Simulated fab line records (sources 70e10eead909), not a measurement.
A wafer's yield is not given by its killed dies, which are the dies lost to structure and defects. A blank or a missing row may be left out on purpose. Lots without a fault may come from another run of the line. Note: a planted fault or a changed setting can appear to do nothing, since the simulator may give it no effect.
Chamber matching    flow nandHarc    cmp-03 running NHARC_A_STAIRCASE_CMP_450: 4 sister chambers
The step polishes SiO2, target thk 200 nm. 16 wafers are shown with their chamber, then 8 later ones without.

== WAFERS WITH THEIR CHAMBER ==
wafer   chamber  motorCurrentA (A)  retainingRingPressureFrac  edgeZonePressureFrac
L074.2  1        12.5               0.997                      1.003
L074.3  0        10.9               0.996                      0.999
L074.4  3        9.4                1.007                      0.999
L081.1  1        12.9               0.995                      0.994
L081.3  2        13.1               1.003                      0.999
L081.4  0        11.3               0.990                      0.995
L082.1  0        11.1               1.003                      1.008
L082.2  1        12.7               1.006                      0.997
L082.5  0        11.0               1.004                      1.008
L085.4  2        12.9               0.993                      1.006
L085.5  0        10.5               1.003                      0.995
L085.6  1        12.9               1.000                      1.003
L089.3  0        11.2               0.996                      0.998
L089.5  1        12.3               0.997                      1.000
L089.6  0        10.5               0.994                      0.996
L091.1  1        13.1               0.998                      0.998

SIGNATURES (averages over the wafers above)
reading                    chamber 0  chamber 1  chamber 2  chamber 3  scatter within a chamber
motorCurrentA              10.929     12.733     13.000     9.400      0.298
retainingRingPressureFrac  0.99800    0.99883    0.99800    1.00700    0.00499
edgeZonePressureFrac       0.99986    0.99917    1.00250    0.99900    0.00488
Rule: a wafer's distance from a chamber is the root of the sum, over the readings, of the square of ((its reading less the chamber's mean) divided by the reading's scatter). If the next closest chamber is less than 2 further off than the closest, the wafer can't be placed; otherwise it belongs to the closest. The scatter: the root of (the sum of the squares of (reading less its chamber's mean) over the shown wafers, divided by (wafers less chambers)).

== WAFERS WITH NO CHAMBER GIVEN ==
wafer   motorCurrentA (A)  retainingRingPressureFrac  edgeZonePressureFrac
L091.3  9.5                1.002                      0.997
L091.5  13.0               0.997                      0.999
L097.2  12.5               0.999                      0.993
L097.3  12.9               0.995                      0.994
L097.4  9.2                0.999                      0.987
L095.1  12.3               1.002                      1.005
L095.3  9.3                1.002                      1.004
L095.5  12.7               1.002                      1.003

== WHICH CHAMBER EACH WENT THROUGH ==
wafer   from the rows above      in truth
L091.3  3                        3
L091.5  can't be placed: 2 or 1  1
L097.2  can't be placed: 1 or 2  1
L097.3  can't be placed: 1 or 2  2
L097.4  3                        3
L095.1  can't be placed: 1 or 2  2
L095.3  3                        3
L095.5  can't be placed: 1 or 2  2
3 of 8 placed correctly. These rows do not allow placing 5 (true chamber among the candidates in 5). Wrongly placed: 0.
